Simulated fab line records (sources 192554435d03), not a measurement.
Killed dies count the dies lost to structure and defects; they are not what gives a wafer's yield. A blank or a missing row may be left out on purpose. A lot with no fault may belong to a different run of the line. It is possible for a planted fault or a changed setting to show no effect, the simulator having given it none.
Chamber matching ; flow n5 finfet ; N5_BEOL_M13_VIA_ETCH_16 on rie diel-06: 4 sister chambers
The step etches SiOC in C4F8/O2/Ar, target depth 921.7 nm. 18 wafers are shown with their chamber, then 9 later ones without.

== WAFERS, EACH WITH ITS CHAMBER ==
wafer;chamber;showerhead plenum p Torr (Torr);drypump motor current A (A);throttle valve pct (%)
L078.3;3;3.32;5.9;24.37
L078.4;2;3.65;5.5;24.17
L078.5;0;3.48;5.8;24.42
L080.2;0;3.48;5.8;24.43
L080.5;3;3.32;5.9;24.37
L080.6;0;3.48;5.8;24.42
L081.1;0;3.48;5.8;24.42
L081.3;1;3.52;6.4;24.64
L081.4;3;3.32;5.9;24.36
L082.2;3;3.32;5.9;24.37
L082.4;1;3.52;6.4;24.65
L082.5;3;3.32;5.9;24.38
L084.1;1;3.52;6.4;24.65
L084.5;2;3.64;5.4;24.17
L084.6;1;3.52;6.4;24.66
L083.1;0;3.48;5.8;24.45
L083.2;2;3.64;5.5;24.18
L083.3;3;3.32;5.9;24.38

SIGNATURES, as means of the wafers listed above
reading;chamber 0;chamber 1;chamber 2;chamber 3;scatter within a chamber
showerhead plenum p Torr;3.4800;3.5200;3.6433;3.3200;0.00218
drypump motor current A;5.800;6.400;5.467;5.900;0.0218
throttle valve pct;24.4280;24.6500;24.1733;24.3717;0.00937
Rule: for each reading, subtract the chamber's mean from the wafer's reading, divide by that reading's scatter and square the result; add these up over the readings and take the root, which gives the wafer's distance from the chamber. The wafer belongs to the nearest chamber; if the next one is less than 2 further off, it can't be placed. The scatter: take each reading less its chamber's mean, square it, sum over the shown wafers, divide by the number of wafers less the number of chambers, and take the root.

== WAFERS MISSING THEIR CHAMBER ==
wafer;showerhead plenum p Torr (Torr);drypump motor current A (A);throttle valve pct (%)
L083.4;3.52;6.4;24.66
L083.5;3.48;5.8;24.43
L083.6;3.52;6.4;24.66
L088.1;3.51;6.4;24.66
L088.2;3.47;5.8;24.44
L088.5;3.47;5.8;24.45
L087.1;3.31;5.9;24.37
L087.5;3.47;5.8;24.45
L087.6;3.51;6.3;24.67

== THE CHAMBER EACH PASSED THROUGH ==
wafer;from the rows above;in truth
L083.4;1;1
L083.5;0;0
L083.6;1;1
L088.1;1;1
L088.2;0;0
L088.5;0;0
L087.1;3;3
L087.5;0;0
L087.6;1;1
Correctly placed: 9 of 9. Left unplaced by these rows: 0. Number placed wrongly: 0.
